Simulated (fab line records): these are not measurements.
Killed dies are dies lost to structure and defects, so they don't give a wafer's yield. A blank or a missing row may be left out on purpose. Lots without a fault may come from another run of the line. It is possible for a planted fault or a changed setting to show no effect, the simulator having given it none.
Split-lot experiment :: flow n5Finfet :: 39 wafers read across 7 lots, on a route 1938 steps long

== THE SPLIT ==
At N5_FIN_CUT_CUT_ETCH_15 (etches Si in HBr/Cl2/O2, target depth 100 nm, bt time 10 s, time 42.4 s), the setting timeS was moved away from the recipe's 42.4 s on 12 of the 39 wafers read, by -46.3% to -17.5%. All remaining wafers had this setting at the recipe value.

Reading taken at the split's own step.

== THE READING ==
SOC_of_FIN_CUT_COAT_18.thkNm (the simulator's own value, which no gauge read), in nm, at N5_FIN_CUT_CUT_ETCH_15 (etches Si in HBr/Cl2/O2, target depth 100 nm, bt time 10 s, time 42.4 s). The file does not state a usual value for it. Average 169.8 nm, standard deviation 1.1 nm, over the 27 wafers here run with the recipe.

wafer: L074.3
tool, chamber at the split: rieSi-04, 0
timeS as run, s: 42.4
against the recipe: recipe
SOC_of_FIN_CUT_COAT_18.thkNm, nm: 170.6
against lot-mates on the recipe: -

wafer: L074.5
tool, chamber at the split: rieSi-04, 2
timeS as run, s: 42.4
against the recipe: recipe
SOC_of_FIN_CUT_COAT_18.thkNm, nm: 170.2
against lot-mates on the recipe: -

wafer: L074.6
tool, chamber at the split: rieSi-04, 1
timeS as run, s: 42.4
against the recipe: recipe
SOC_of_FIN_CUT_COAT_18.thkNm, nm: 172.2
against lot-mates on the recipe: -

wafer: L075.1
tool, chamber at the split: rieSi-04, 3
timeS as run, s: 42.4
against the recipe: recipe
SOC_of_FIN_CUT_COAT_18.thkNm, nm: 168.8
against lot-mates on the recipe: -

wafer: L075.2
tool, chamber at the split: rieSi-04, 1
timeS as run, s: 42.4
against the recipe: recipe
SOC_of_FIN_CUT_COAT_18.thkNm, nm: 170
against lot-mates on the recipe: -

wafer: L075.3
tool, chamber at the split: rieSi-04, 0
timeS as run, s: 42.4
against the recipe: recipe
SOC_of_FIN_CUT_COAT_18.thkNm, nm: 168.6
against lot-mates on the recipe: -

wafer: L075.4
tool, chamber at the split: rieSi-04, 2
timeS as run, s: 34.96
against the recipe: -17.5%
SOC_of_FIN_CUT_COAT_18.thkNm, nm: 175.4
against lot-mates on the recipe: +6.3

wafer: L075.5
tool, chamber at the split: rieSi-04, 1
timeS as run, s: 34.96
against the recipe: -17.5%
SOC_of_FIN_CUT_COAT_18.thkNm, nm: 177
against lot-mates on the recipe: +7.9

wafer: L075.6
tool, chamber at the split: rieSi-04, 2
timeS as run, s: 34.96
against the recipe: -17.5%
SOC_of_FIN_CUT_COAT_18.thkNm, nm: 177.2
against lot-mates on the recipe: +8.1

wafer: L080.1
tool, chamber at the split: rieSi-05, 2
timeS as run, s: 42.4
against the recipe: recipe
SOC_of_FIN_CUT_COAT_18.thkNm, nm: 169.6
against lot-mates on the recipe: -

wafer: L080.2
tool, chamber at the split: rieSi-05, 3
timeS as run, s: 27.72
against the recipe: -34.6%
SOC_of_FIN_CUT_COAT_18.thkNm, nm: 182.6
against lot-mates on the recipe: +13.3

wafer: L080.3
tool, chamber at the split: rieSi-05, 0
timeS as run, s: 27.72
against the recipe: -34.6%
SOC_of_FIN_CUT_COAT_18.thkNm, nm: 181.8
against lot-mates on the recipe: +12.5

wafer: L080.4
tool, chamber at the split: rieSi-05, 1
timeS as run, s: 42.4
against the recipe: recipe
SOC_of_FIN_CUT_COAT_18.thkNm, nm: 168.8
against lot-mates on the recipe: -

wafer: L080.5
tool, chamber at the split: rieSi-05, 1
timeS as run, s: 42.4
against the recipe: recipe
SOC_of_FIN_CUT_COAT_18.thkNm, nm: 169.6
against lot-mates on the recipe: -

wafer: L080.6
tool, chamber at the split: rieSi-05, 0
timeS as run, s: 27.72
against the recipe: -34.6%
SOC_of_FIN_CUT_COAT_18.thkNm, nm: 182.4
against lot-mates on the recipe: +13.1

wafer: L081.1
tool, chamber at the split: rieSi-04, 2
timeS as run, s: 42.4
against the recipe: recipe
SOC_of_FIN_CUT_COAT_18.thkNm, nm: 170
against lot-mates on the recipe: -

wafer: L081.2
tool, chamber at the split: rieSi-04, 3
timeS as run, s: 42.4
against the recipe: recipe
SOC_of_FIN_CUT_COAT_18.thkNm, nm: 168.8
against lot-mates on the recipe: -

wafer: L081.3
tool, chamber at the split: rieSi-04, 1
timeS as run, s: 23.23
against the recipe: -45.2%
SOC_of_FIN_CUT_COAT_18.thkNm, nm: 187.4
against lot-mates on the recipe: +17.5

wafer: L081.4
tool, chamber at the split: rieSi-04, 0
timeS as run, s: 23.23
against the recipe: -45.2%
SOC_of_FIN_CUT_COAT_18.thkNm, nm: 186
against lot-mates on the recipe: +16.1

wafer: L081.5
tool, chamber at the split: rieSi-04, 1
timeS as run, s: 23.23
against the recipe: -45.2%
SOC_of_FIN_CUT_COAT_18.thkNm, nm: 188
against lot-mates on the recipe: +18.1

wafer: L081.6
tool, chamber at the split: rieSi-04, 2
timeS as run, s: 42.4
against the recipe: recipe
SOC_of_FIN_CUT_COAT_18.thkNm, nm: 171
against lot-mates on the recipe: -

wafer: L088.1
tool, chamber at the split: rieSi-06, 1
timeS as run, s: 42.4
against the recipe: recipe
SOC_of_FIN_CUT_COAT_18.thkNm, nm: 169
against lot-mates on the recipe: -

wafer: L088.2
tool, chamber at the split: rieSi-06, 2
timeS as run, s: 22.76
against the recipe: -46.3%
SOC_of_FIN_CUT_COAT_18.thkNm, nm: 186.2
against lot-mates on the recipe: +16.6

wafer: L088.3
tool, chamber at the split: rieSi-06, 3
timeS as run, s: 42.4
against the recipe: recipe
SOC_of_FIN_CUT_COAT_18.thkNm, nm: 169.8
against lot-mates on the recipe: -

wafer: L088.4
tool, chamber at the split: rieSi-06, 0
timeS as run, s: 22.76
against the recipe: -46.3%
SOC_of_FIN_CUT_COAT_18.thkNm, nm: 188.2
against lot-mates on the recipe: +18.6

wafer: L088.5
tool, chamber at the split: rieSi-06, 3
timeS as run, s: 22.76
against the recipe: -46.3%
SOC_of_FIN_CUT_COAT_18.thkNm, nm: 187.4
against lot-mates on the recipe: +17.8

wafer: L088.6
tool, chamber at the split: rieSi-06, 0
timeS as run, s: 42.4
against the recipe: recipe
SOC_of_FIN_CUT_COAT_18.thkNm, nm: 170
against lot-mates on the recipe: -

wafer: L093.1
tool, chamber at the split: rieSi-06, 2
timeS as run, s: 42.4
against the recipe: recipe
SOC_of_FIN_CUT_COAT_18.thkNm, nm: 170.8
against lot-mates on the recipe: -

wafer: L093.2
tool, chamber at the split: rieSi-06, 1
timeS as run, s: 42.4
against the recipe: recipe
SOC_of_FIN_CUT_COAT_18.thkNm, nm: 170.2
against lot-mates on the recipe: -

wafer: L093.3
tool, chamber at the split: rieSi-06, 3
timeS as run, s: 42.4
against the recipe: recipe
SOC_of_FIN_CUT_COAT_18.thkNm, nm: 171.4
against lot-mates on the recipe: -

wafer: L093.4
tool, chamber at the split: rieSi-06, 0
timeS as run, s: 42.4
against the recipe: recipe
SOC_of_FIN_CUT_COAT_18.thkNm, nm: 171.4
against lot-mates on the recipe: -

wafer: L093.5
tool, chamber at the split: rieSi-06, 1
timeS as run, s: 42.4
against the recipe: recipe
SOC_of_FIN_CUT_COAT_18.thkNm, nm: 170.4
against lot-mates on the recipe: -

wafer: L093.6
tool, chamber at the split: rieSi-06, 2
timeS as run, s: 42.4
against the recipe: recipe
SOC_of_FIN_CUT_COAT_18.thkNm, nm: 170.2
against lot-mates on the recipe: -

wafer: L094.1
tool, chamber at the split: rieSi-05, 2
timeS as run, s: 42.4
against the recipe: recipe
SOC_of_FIN_CUT_COAT_18.thkNm, nm: 168
against lot-mates on the recipe: -

wafer: L094.2
tool, chamber at the split: rieSi-05, 0
timeS as run, s: 42.4
against the recipe: recipe
SOC_of_FIN_CUT_COAT_18.thkNm, nm: 168.4
against lot-mates on the recipe: -

wafer: L094.3
tool, chamber at the split: rieSi-05, 1
timeS as run, s: 42.4
against the recipe: recipe
SOC_of_FIN_CUT_COAT_18.thkNm, nm: 171
against lot-mates on the recipe: -

wafer: L094.4
tool, chamber at the split: rieSi-05, 3
timeS as run, s: 42.4
against the recipe: recipe
SOC_of_FIN_CUT_COAT_18.thkNm, nm: 168.2
against lot-mates on the recipe: -

wafer: L094.5
tool, chamber at the split: rieSi-05, 2
timeS as run, s: 42.4
against the recipe: recipe
SOC_of_FIN_CUT_COAT_18.thkNm, nm: 169.6
against lot-mates on the recipe: -

wafer: L094.6
tool, chamber at the split: rieSi-05, 3
timeS as run, s: 42.4
against the recipe: recipe
SOC_of_FIN_CUT_COAT_18.thkNm, nm: 168.4
against lot-mates on the recipe: -

FIT RESULTS
A straight line over all 39 wafers: SOC_of_FIN_CUT_COAT_18.thkNm changes by -0.376 nm for each +1% of timeS; r = -0.99; the points scatter about the line by 1 nm.
The same after taking each lot's own level away (the mean of its wafers on the recipe; 39 wafers): -0.381 nm for each +1%; r = -0.99; scatter 0.79 nm.
Per that fit: largest timeS move, reading shift of 18 nm.
From 168.93 to 171.00 nm: that is the span of the lots' own levels, equal to 1.9 times the standard deviation above.
The two slopes are in agreement: the lot-to-lot level therefore moves the slope only a little.
Check: +17.8 nm against its lot-mates is what the line predicts for one of the wafers moved furthest among these (-46.3%) when that wafer is left out of the fit. Against them it came out at +16.6 nm.

== OTHER SPLITS ON THESE WAFERS ==
These wafers also went through other splits before the reading. Each is held against what the fit with the lots' levels taken away leaves over:
other split on the same wafers: N5_FIN_SAQP_HM_DEP_72 targetThkA
wafers away from the commonest value: 18
r with SOC_of_FIN_CUT_COAT_18.thkNm (lot level and that fit taken away): +0.10

== THE WHOLE CHAIN: every reading that the file lists as answering this split, in the file's order ==
step: N5_FIN_CUT_CUT_ETCH_15
what it does: etches Si in HBr/Cl2/O2, target depth 100 nm, bt time 10 s, time 42.4 s
reading: FIN_CUT.featureDepthNm (the simulator's own value, which no gauge read)
change (the file's fit): +1.01 nm for each +1% of the setting
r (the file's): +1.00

step: N5_FIN_CUT_CUT_ETCH_15
what it does: etches Si in HBr/Cl2/O2, target depth 100 nm, bt time 10 s, time 42.4 s
reading: etch.depthNm (the simulator's own value, which no gauge read)
change (the file's fit): +1.01 nm for each +1% of the setting
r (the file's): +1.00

step: N5_FIN_CUT_CUT_ETCH_15
what it does: etches Si in HBr/Cl2/O2, target depth 100 nm, bt time 10 s, time 42.4 s
reading: SOC_of_FIN_CUT_COAT_18.thkNm (the simulator's own value, which no gauge read)
change (the file's fit): -0.382 nm for each +1% of the setting
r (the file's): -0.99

== THE FILE'S OWN FIT ==
SOC_of_FIN_CUT_COAT_18.thkNm changes by -0.382 nm for each +1% of timeS, r = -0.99.
